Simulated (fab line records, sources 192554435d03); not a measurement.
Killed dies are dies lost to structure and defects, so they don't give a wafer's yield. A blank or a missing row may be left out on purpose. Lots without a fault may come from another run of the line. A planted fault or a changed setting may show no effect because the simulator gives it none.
fab line records | flow n5_finfet | part 1 of 2: steps 1 to 22 of 29
record lots=5 wafers=15 last_day=17
route steps=1938 shown BEOL_M1@770
lots that met no fault: from a run of the same line without faults
start_h: hours from the record's first day to the start of the lot's first wafer shown | wait_h: hours since the lot's step before | " the same as in the row above | L1.1+2: a row that stands for several wafers | - no value, or no start given | * or withheld: withheld | < > ~ a bound
route shown NAME@n: a module of which the file shows steps, and the number in the route of the first | usual: mean/standard deviation of fault-free wafers | same: alike in all rows | chamber/n: place in a boat | sites: the reading at each site | _std_site: their standard deviation | _edge_site: outer sites' mean less inner sites' | radius_mm: how far each site lies from the wafer's centre | mask NAME#n: copy n | behind: the tool/chamber that last shaped the wafer | hold: why the lot was held/for how many hours/how that ended | device: the transistor (n, p or np) that didn't switch | end of line: the same wafers' tests at the end of the route | a step without rows: its recipe alone | killed: dies lost to structure and defects at the first sort, not the wafer's yield | map: a wafer's dies, x killed, . not, _ none there
set.NAME: the setting as run; set.NAME@STEP: as run at that earlier step | model.NAME: the simulator's own value behind a step, which no gauge read
lots at some steps of the route; a table a step, a row a wafer
services: from which hour (start_h, from the record's first day; less than 0 if before it) a tool's chamber was out of use, for how many hours, and why
## steps
# step N5_BEOL_M1_ETCH_64
# recipe chemistry=N2/H2 target=SOC target_depth_a=750 overetch_a=150 mask_material=SiARC temp_c=40 time_s=112.5 ion_energy_ev=200 pressure_mtorr=30 source_w=840 bias_w=150 n2_flow_sccm=200 h2_flow_sccm=200
# usual drypump_motor_current_A=5.8/0.76 n2_flow_sccm=200.0/0.66 oes_product_au=0.63/0.054 rf_vpp_V=523.8/2.3 showerhead_plenum_p_Torr=2.54/0.083 throttle_valve_pct=17.68/0.21
# columns lot.wafer tool chamber start_h wait_h drypump_motor_current_A n2_flow_sccm oes_product_au rf_hours_counter_h rf_vpp_V showerhead_plenum_p_Torr throttle_valve_pct
L079.3 rie_diel-01 1 149.76 0.0 4.9 200.6 0.57 188 520.3 2.41 17.85
L079.5 " 3 " " 6.4 200.0 0.69 - 521.5 2.49 17.71
L079.6 " 0 " " 5.6 199.4 0.63 - 524.2 2.56 17.78
L082.3 rie_diel-04 0 181.08 0.0 5.4 199.2 0.57 190 528.0 2.64 17.77
L082.4 " 1 " " 4.7 200.3 0.59 160 527.3 2.66 17.80
L082.5 " 1 " " 4.7 200.2 0.58 - 526.9 2.66 17.80
L086.2 rie_diel-04 1 192.91 0.0 4.7 200.4 0.58 163 526.4 2.66 17.81
L086.4 " 0 " " 5.4 201.4 0.57 193 525.7 2.64 17.78
L086.6 " 2 " " 6.5 201.2 0.71 - 522.0 2.48 17.33
L087.1 rie_diel-04 0 205.55 0.0 5.4 200.2 0.57 196 525.3 2.64 17.77
L087.2 " 1 " " 4.7 199.7 0.58 166 526.0 2.66 17.82
L087.5 " 2 " " 6.5 198.9 0.70 - 522.9 2.48 17.33
L094.2 rie_diel-03 1 245.78 0.0 5.3 199.9 0.65 62 525.1 2.57 17.25
L094.3 " 3 " " 6.4 200.0 0.56 220 522.4 2.52 17.99
L094.5 " 0 " " 6.4 199.8 0.63 - 525.0 2.56 17.68
# step N5_BEOL_M1_STRIP_65
# recipe chemistry=N2/H2 temp_c=40 n2_flow_sccm=200 h2_flow_sccm=200 rf_frequency_hz=6e+07
# columns lot.wafer tool chamber start_h wait_h
L079.3+5+6 rie_diel-01 1,3,0 149.87 0.1
L082.3+4+5 rie_diel-04 0,1,1 181.19 0.1
L086.2+4+6 rie_diel-04 1,0,2 193.02 0.1
L087.1+2+5 rie_diel-04 0,1,2 205.66 0.1
L094.2+3+5 rie_diel-03 1,3,0 245.89 0.1
# step N5_BEOL_M1_STRIP_75
# recipe chemistry=N2/H2 temp_c=40 n2_flow_sccm=200 h2_flow_sccm=200 rf_frequency_hz=6e+07
# columns lot.wafer tool chamber start_h wait_h
L079.3+5+6 rie_diel-01 1,3,0 149.88 0.0
L082.3+4+5 rie_diel-04 0,1,1 181.20 0.0
L086.2+4+6 rie_diel-04 1,0,2 193.03 0.0
L087.1+2+5 rie_diel-04 0,1,2 205.67 0.0
L094.2+3+5 rie_diel-03 1,3,0 245.90 0.0
# step N5_BEOL_M1_STRIP_66
# recipe chemistry=CF4 resist=SiARC power_w=300 bias_power_w=75 pressure_mtorr=50 cf4_flow_sccm=150 rf_frequency_hz=6e+07
# usual drypump_motor_current_A=5.8/0.76 oes_product_au=0.78/0.067 rf_vpp_V=271.2/1.4 showerhead_plenum_p_Torr=1.79/0.046 throttle_valve_pct=13.45/0.19
# columns lot.wafer tool chamber start_h wait_h drypump_motor_current_A oes_product_au rf_hours_counter_h rf_vpp_V showerhead_plenum_p_Torr throttle_valve_pct
L079.3 rie_diel-01 1 149.89 0.0 4.9 0.72 188 270.4 1.71 13.65
L079.5 " 3 " " 6.3 0.87 - 271.3 1.77 13.46
L079.6 " 0 " " 5.6 0.80 - 271.1 1.82 13.69
L082.3 rie_diel-04 0 181.21 0.0 5.3 0.71 190 273.2 1.84 13.53
L082.4 " 1 " " 4.7 0.73 160 272.2 1.86 13.42
L082.5 " 1 " " 4.7 0.74 - 272.8 1.85 13.46
L086.2 rie_diel-04 1 193.04 0.0 4.7 0.73 163 272.0 1.85 13.44
L086.4 " 0 " " 5.4 0.71 193 272.6 1.84 13.54
L086.6 " 2 " " 6.5 0.89 - 270.9 1.75 13.15
L087.1 rie_diel-04 0 205.68 0.0 5.4 0.71 196 272.2 1.84 13.56
L087.2 " 1 " " 4.7 0.72 166 273.8 1.85 13.47
L087.5 " 2 " " 6.5 0.87 - 272.1 1.75 13.16
L094.2 rie_diel-03 1 245.91 0.0 5.3 0.82 62 273.0 1.82 13.13
L094.3 " 3 " " 6.4 0.71 220 271.5 1.77 13.73
L094.5 " 0 " " 6.4 0.79 - 272.6 1.80 13.41
# step N5_BEOL_M1_HM_OPEN_17
# recipe chemistry=Cl2/BCl3 target_depth_a=200 overetch_a=60 target=TiN mask_material=SOC ion_energy_ev=150 pressure_mtorr=10 icp_w=1000 bias_w=126 Cl2_flow_sccm=53.25 bcl3_flow_sccm=21.75 Ar_flow_sccm=25
# usual drypump_motor_current_A=5.5/0.62 oes_product_au=0.70/0.085 throttle_valve_pct=22.05/0.14
# columns lot.wafer tool chamber start_h wait_h drypump_motor_current_A oes_product_au rf_hours_counter_h throttle_valve_pct
L079.3 rie_metal-03 1 149.96 0.1 5.7 0.65 - 22.04
L079.5 " 1 " " 5.7 0.64 - 22.06
L079.6 " 0 " " 6.4 0.75 - 22.10
L082.3 rie_metal-01 1 181.28 0.1 5.9 0.77 - 21.93
L082.4 " 0 " " 4.6 0.78 - 21.97
L082.5 " 0 " " 4.6 0.78 - 21.96
L086.2 rie_metal-01 0 193.08 0.0 4.6 0.79 9 21.93
L086.4 " 0 " " 4.6 0.79 - 21.93
L086.6 " 0 " " 4.6 0.78 - 21.94
L087.1 rie_metal-02 1 205.72 0.0 6.0 0.61 75 22.29
L087.2 " 0 " " 5.3 0.53 118 22.30
L087.5 " 0 " " 5.3 0.53 - 22.26
L094.2 rie_metal-02 1 245.98 0.1 6.1 0.60 - 22.29
L094.3 " 1 " " 6.1 0.61 - 22.26
L094.5 " 1 " " 6.1 0.60 - 22.29
# step N5_BEOL_M1_STRIP_19
# recipe chemistry=O2 power_w=400 temp_c=40 pressure_mtorr=30 rf_frequency_hz=6e+07 bias_power_w=0 overash_fraction=0.2 o2_flow_sccm=225
# usual drypump_motor_current_A=5.8/0.7 oes_product_au=0.78/0.068 rf_vpp_V=3.7/0.47 showerhead_plenum_p_Torr=2.08/0.057 throttle_valve_pct=16.57/0.18
# same overash_fraction=0.2
# columns lot.wafer tool chamber start_h wait_h drypump_motor_current_A oes_product_au rf_hours_counter_h rf_vpp_V showerhead_plenum_p_Torr throttle_valve_pct
L079.3 rie_diel-01 2 150.04 0.1 5.2 0.73 150 4.0 2.08 16.31
L079.5 " 2 " " 5.2 0.73 - 3.1 2.08 16.30
L079.6 " 3 " " 6.4 0.88 - 4.0 2.05 16.55
L082.3 rie_diel-01 3 181.36 0.1 6.4 0.86 42 3.5 2.05 16.55
L082.4 " 2 " " 5.2 0.72 161 4.3 2.08 16.31
L082.5 " 0 " " 5.6 0.79 - 3.6 2.12 16.77
L086.2 rie_diel-01 2 193.19 0.1 5.2 0.72 164 4.2 2.08 16.31
L086.4 " 2 " " 5.2 0.72 - 3.5 2.08 16.32
L086.6 " 1 " " 4.9 0.70 - 3.9 1.99 16.71
L087.1 rie_diel-04 1 205.95 0.2 4.7 0.73 166 4.7 2.18 16.56
L087.2 " 0 " " 5.4 0.72 196 3.5 2.17 16.64
L087.5 " 1 " " 4.7 0.73 - 3.4 2.18 16.58
L094.2 rie_diel-01 0 246.15 0.1 5.6 0.79 139 4.0 2.11 16.79
L094.3 " 3 " " 6.4 0.85 56 2.4 2.05 16.59
L094.5 " 1 " " 4.9 0.69 - 3.5 1.98 16.74
# step N5_BEOL_M1_CD_MEAS_18
# recipe pitch_nm=36 target_cd_nm=18
# usual cd_nm=18.0/0.34
# columns lot.wafer tool chamber start_h wait_h cd_nm
L079.3 cd_sem-03 - 150.11 0.1 18.0
L079.5 " - " " 17.9
L079.6 " - " " 18.2
L082.3 cd_sem-02 - 181.43 0.1 18.9
L082.4 " - " " 18.6
L082.5 " - " " 18.7
L086.2 cd_sem-02 - 193.26 0.1 18.0
L086.4 " - " " 17.7
L086.6 " - " " 17.3
L087.1 cd_sem-01 - 206.02 0.0 18.0
L087.2 " - " " 18.3
L087.5 " - " " 17.6
L094.2 cd_sem-01 - 246.22 0.1 17.8
L094.3 " - " " 17.6
L094.5 " - " " 17.6
# step N5_BEOL_M1_COAT_67
# recipe resist=SOC temp_c=250 time_s=60 spin_rpm=1500 resist_thk_nm=60
# columns lot.wafer tool chamber start_h wait_h
L079.3+5+6 litho_track-02 0 150.15 0.0
L082.3+4+5 litho_track-01 0 181.47 0.0
L086.2+4+6 litho_track-03 0 193.30 0.0
L087.1+2+5 litho_track-02 0 206.06 0.0
L094.2+3+5 litho_track-01 0 246.26 0.0
# step N5_BEOL_M1_COAT_68
# recipe resist=SiARC temp_c=220 time_s=60 spin_rpm=1500 resist_thk_nm=12
# columns lot.wafer tool chamber start_h wait_h
L079.3+5+6 litho_track-02 0 - -
L082.3+4+5 litho_track-01 0 - -
L086.2+4+6 litho_track-03 0 - -
L087.1+2+5 litho_track-02 0 - -
L094.2+3+5 litho_track-01 0 - -
# step N5_BEOL_M1_COAT_76
# recipe resist=underlayer temp_c=205 time_s=60 spin_rpm=1500 resist_thk_nm=5
# columns lot.wafer tool chamber start_h wait_h
L079.3+5+6 litho_track-02 0 - -
L082.3+4+5 litho_track-01 0 - -
L086.2+4+6 litho_track-03 0 - -
L087.1+2+5 litho_track-02 0 - -
L094.2+3+5 litho_track-01 0 - -
# step N5_BEOL_M1_COAT_22
# recipe resist=CAR-EUV spin_rpm=1500 resist_thk_nm=30
# columns lot.wafer tool chamber start_h wait_h
L079.3+5+6 litho_track-02 0 - -
L082.3+4+5 litho_track-01 0 - -
L086.2+4+6 litho_track-03 0 - -
L087.1+2+5 litho_track-02 0 - -
L094.2+3+5 litho_track-01 0 - -
# step N5_BEOL_M1_EBR_24
# recipe solvent=PGMEA ebr_width_mm=1.5
# columns lot.wafer tool chamber start_h wait_h
L079.3+5+6 litho_track-02 0 - -
L082.3+4+5 litho_track-01 0 - -
L086.2+4+6 litho_track-03 0 - -
L087.1+2+5 litho_track-02 0 - -
L094.2+3+5 litho_track-01 0 - -
# step N5_BEOL_M1_SOFTBAKE_23
# recipe temp_c=110 time_s=60 resist=CAR-EUV
# columns lot.wafer tool chamber start_h wait_h
L079.3+5+6 litho_track-02 0 - -
L082.3+4+5 litho_track-01 0 - -
L086.2+4+6 litho_track-03 0 - -
L087.1+2+5 litho_track-02 0 - -
L094.2+3+5 litho_track-01 0 - -
# step N5_BEOL_M1_EXPOSE_25
# recipe mask_id=V0 na=0.33 source_shape=quasar sigma_inner=0.2 sigma_outer=0.8 polarization=unpolarized defocus_nm=5 target_cd_nm=24 dose_mj=63
# columns lot.wafer tool chamber start_h wait_h mask
L079.3+5+6 euv_scanner-02 0 150.34 - V0#0
L082.3+4+5 euv_scanner-01 0 181.75 - V0#0
L086.2+4+6 euv_scanner-02 0 193.44 - V0#0
L087.1+2+5 euv_scanner-01 0 206.32 - V0#0
L094.2+3+5 euv_scanner-02 0 246.40 - V0#0
# step N5_BEOL_M1_PEB_26
# recipe peb_temp_c=100 peb_time_s=60 resist=CAR-EUV
# columns lot.wafer tool chamber start_h wait_h
L079.3+5+6 litho_track-03 0 150.40 0.1
L082.3+4+5 litho_track-01 0 181.81 0.1
L086.2+4+6 litho_track-03 0 193.51 0.1
L087.1+2+5 litho_track-01 0 206.40 0.1
L094.2+3+5 litho_track-02 0 246.47 0.1
# step N5_BEOL_M1_DEVELOP_27
# recipe develop_time_s=30 developer=TMAH resist=CAR-EUV rinse_liquid=surfactant_rinse dry=air_spin dev_temp_c=23
# columns lot.wafer tool chamber start_h wait_h
L079.3+5+6 litho_track-03 0 - -
L082.3+4+5 litho_track-01 0 - -
L086.2+4+6 litho_track-03 0 - -
L087.1+2+5 litho_track-01 0 - -
L094.2+3+5 litho_track-02 0 - -
# step N5_BEOL_M1_CD_MEAS_28
# recipe landing_energy_ev=500 detector=se_inlens target_cd_y_nm=23.3
# usual cd_nm=24.00/0.22
# columns lot.wafer tool chamber start_h wait_h cd_nm
L079.3 cd_sem-02 0 150.47 - 24.02
L079.5 " 0 " " 23.84
L079.6 " 0 " " 23.99
L082.3 cd_sem-03 0 181.88 - 23.89
L082.4 " 0 " " 24.19
L082.5 " 0 " " 23.74
L086.2 cd_sem-02 0 193.58 - 24.11
L086.4 " 0 " " 23.72
L086.6 " 0 " " 23.57
L087.1 cd_sem-03 0 206.46 - 23.65
L087.2 " 0 " " 24.10
L087.5 " 0 " " 23.59
L094.2 cd_sem-03 0 246.54 - 24.12
L094.3 " 0 " " 24.08
L094.5 " 0 " " 24.34
# step N5_BEOL_M1_OVL_MEAS_29
# recipe points_per_wafer=522
# usual V0_OVL=0.1/0.67
# columns lot.wafer tool chamber start_h wait_h V0_OVL[nm]
L079.3 overlay-02 0 150.51 0.0 0.2
L079.5 " 0 " " -0.3
L079.6 " 0 " " -0.2
L082.3 overlay-02 0 181.92 0.0 1.1
L082.4 " 0 " " 0.2
L082.5 " 0 " " 1.3
L086.2 overlay-02 0 193.62 0.0 0.0
L086.4 " 0 " " -0.5
L086.6 " 0 " " 0.7
L087.1 overlay-01 0 206.49 0.0 0.8
L087.2 " 0 " " -0.6
L087.5 " 0 " " 1.3
L094.2 overlay-02 0 246.58 0.0 0.3
L094.3 " 0 " " 0.6
L094.5 " 0 " " 0.6
# step N5_BEOL_M1_INSPECT_30
# recipe mode=adi inspect_instrument=brightfield
# usual raw_defect_count=397/95
# columns lot.wafer tool chamber start_h wait_h raw_defect_count
L079.3 defect_inspect-02 - 150.56 0.0 432
L079.5 " - " " 297
L079.6 " - " " 402
L082.3 defect_inspect-02 - 181.97 0.0 440
L082.4 " - " " 528
L082.5 " - " " 376
L086.2 defect_inspect-01 - 193.67 0.0 387
L086.4 " - " " 404
L086.6 " - " " 415
L087.1 defect_inspect-01 - 206.55 0.1 368
L087.2 " - " " 387
L087.5 " - " " 254
L094.2 defect_inspect-01 - 246.63 0.0 440
L094.3 " - " " 349
L094.5 " - " " 377
# step N5_BEOL_M1_DESCUM_33
# recipe chemistry=O2 time_s=7 source_power_w=50 bias_power_w=20 pressure_mtorr=20 rf_frequency_hz=2.712e+07 temp_c=40 resist=CAR-EUV o2_flow_sccm=225
# usual drypump_motor_current_A=6.0/0.66 oes_product_au=0.79/0.061 rf_vpp_V=242.8/1.1 showerhead_plenum_p_Torr=2.07/0.05 throttle_valve_pct=20.28/0.2
# columns lot.wafer tool chamber start_h wait_h drypump_motor_current_A oes_product_au rf_hours_counter_h rf_vpp_V showerhead_plenum_p_Torr throttle_valve_pct
L079.3 rie_diel-03 3 150.59 0.0 6.4 0.74 196 244.5 2.05 20.26
L079.5 " 0 " " 6.4 0.82 - 243.4 2.11 20.19
L079.6 " 3 " " 6.5 0.72 - 242.2 2.05 20.26
L082.3 rie_diel-01 2 182.00 0.0 5.2 0.71 161 243.3 2.07 20.03
L082.4 " 0 " " 5.6 0.80 123 244.1 2.11 20.53
L082.5 " 2 " " 5.2 0.71 - 243.6 2.07 20.02
L086.2 rie_diel-03 2 193.70 0.0 6.6 0.77 177 241.0 2.01 20.58
L086.4 " 3 " " 6.5 0.73 207 242.1 2.04 20.27
L086.6 " 2 " " 6.6 0.76 - 240.8 2.01 20.58
L087.1 rie_diel-03 3 206.93 0.4 6.4 0.72 210 242.7 2.04 20.29
L087.2 " 0 " " 6.4 0.81 96 242.1 2.10 20.19
L087.5 " 1 " " 5.3 0.83 - 242.8 2.13 19.93
L094.2 rie_diel-03 3 246.68 0.1 6.4 0.72 220 243.6 2.04 20.30
L094.3 " 2 " " 6.6 0.75 192 241.7 2.01 20.60
L094.5 " 2 " " 6.6 0.75 - 242.1 2.01 20.60
# step N5_BEOL_M1_ETCH_77
# recipe chemistry=N2/H2 target=underlayer target_depth_a=65 mask_material=CAR-EUV time_s=5.2 ion_energy_ev=200 pressure_mtorr=30 source_w=840 bias_w=150 n2_flow_sccm=200 h2_flow_sccm=200 ends=cleared
# usual drypump_motor_current_A=6.0/0.66 etch_rf_on_time_s=5.27/0.13 n2_flow_sccm=200.0/0.66 oes_product_au=0.67/0.05 rf_vpp_V=523.1/2.1 showerhead_plenum_p_Torr=2.52/0.066 throttle_valve_pct=17.73/0.23
# columns lot.wafer tool chamber start_h wait_h drypump_motor_current_A etch_rf_on_time_s n2_flow_sccm oes_product_au rf_hours_counter_h rf_vpp_V showerhead_plenum_p_Torr throttle_valve_pct
L079.3 rie_diel-03 3 150.62 0.0 6.5 5.16 200.0 0.63 196 520.6 2.53 17.96
L079.5 " 0 " " 6.4 5.56 199.7 0.67 - 524.3 2.57 17.69
L079.6 " 3 " " 6.5 5.17 200.4 0.62 - 522.4 2.53 17.99
L082.3 rie_diel-01 2 182.03 0.0 5.2 5.31 199.7 0.61 161 525.1 2.54 17.59
L082.4 " 0 " " 5.6 5.12 200.5 0.68 123 524.5 2.56 17.83
L082.5 " 2 " " 5.2 5.36 199.9 0.61 - 525.0 2.54 17.59
L086.2 rie_diel-03 2 193.74 0.0 6.6 5.23 200.6 0.64 177 519.7 2.42 17.95
L086.4 " 3 " " 6.5 5.15 199.1 0.62 207 524.6 2.53 18.01
L086.6 " 2 " " 6.6 5.27 200.0 0.65 - 520.9 2.42 17.95
L087.1 rie_diel-03 3 206.97 0.0 6.4 5.11 200.1 0.62 210 522.9 2.52 18.01
L087.2 " 0 " " 6.4 5.54 200.4 0.66 96 524.2 2.56 17.71
L087.5 " 1 " " 5.3 5.24 200.7 0.71 - 523.7 2.58 17.27
L094.2 rie_diel-03 3 246.71 0.0 6.5 5.12 199.3 0.61 220 525.6 2.52 18.03
L094.3 " 2 " " 6.6 5.22 199.9 0.64 192 520.7 2.41 17.97
L094.5 " 2 " " 6.6 5.20 200.6 0.64 - 521.1 2.41 17.93
# step N5_BEOL_M1_ETCH_69
# recipe chemistry=CF4 target=SiARC target_depth_a=156 mask_material=CAR-EUV time_s=26 ion_energy_ev=80 pressure_mtorr=40 source_w=545 bias_w=36 Ar_flow_sccm=100 cf4_flow_sccm=100 ends=cleared
# usual drypump_motor_current_A=6.0/0.66 etch_rf_on_time_s=26.4/0.7 oes_product_au=0.67/0.051 rf_vpp_V=183.8/1.1 showerhead_plenum_p_Torr=2.12/0.048 throttle_valve_pct=15.49/0.2
# columns lot.wafer tool chamber start_h wait_h drypump_motor_current_A etch_rf_on_time_s oes_product_au rf_hours_counter_h rf_vpp_V showerhead_plenum_p_Torr throttle_valve_pct
L079.3 rie_diel-03 3 150.64 0.0 6.4 25.4 0.63 196 185.1 2.12 15.67
L079.5 " 0 " " 6.4 27.8 0.68 - 185.7 2.15 15.34
L079.6 " 3 " " 6.4 25.4 0.63 - 183.0 2.12 15.64
L082.3 rie_diel-01 2 182.05 0.0 5.2 26.5 0.61 161 183.3 2.15 15.38
L082.4 " 0 " " 5.6 25.2 0.69 123 182.9 2.17 15.77
L082.5 " 2 " " 5.2 26.8 0.61 - 183.0 2.15 15.40
L086.2 rie_diel-03 2 193.76 0.0 6.6 26.0 0.65 177 183.7 2.05 15.71
L086.4 " 3 " " 6.4 25.8 0.62 207 182.4 2.11 15.68
L086.6 " 2 " " 6.6 26.2 0.65 - 181.9 2.05 15.71
L087.1 rie_diel-03 3 206.99 0.0 6.5 25.4 0.62 210 183.3 2.11 15.68
L087.2 " 0 " " 6.4 27.0 0.67 96 185.2 2.15 15.37
L087.5 " 1 " " 5.2 25.9 0.72 - 184.7 2.17 15.13
L094.2 rie_diel-03 3 246.73 0.0 6.5 25.8 0.61 220 182.4 2.11 15.69
L094.3 " 2 " " 6.6 26.1 0.63 192 181.6 2.04 15.75
L094.5 " 2 " " 6.7 26.1 0.64 - 181.6 2.04 15.75
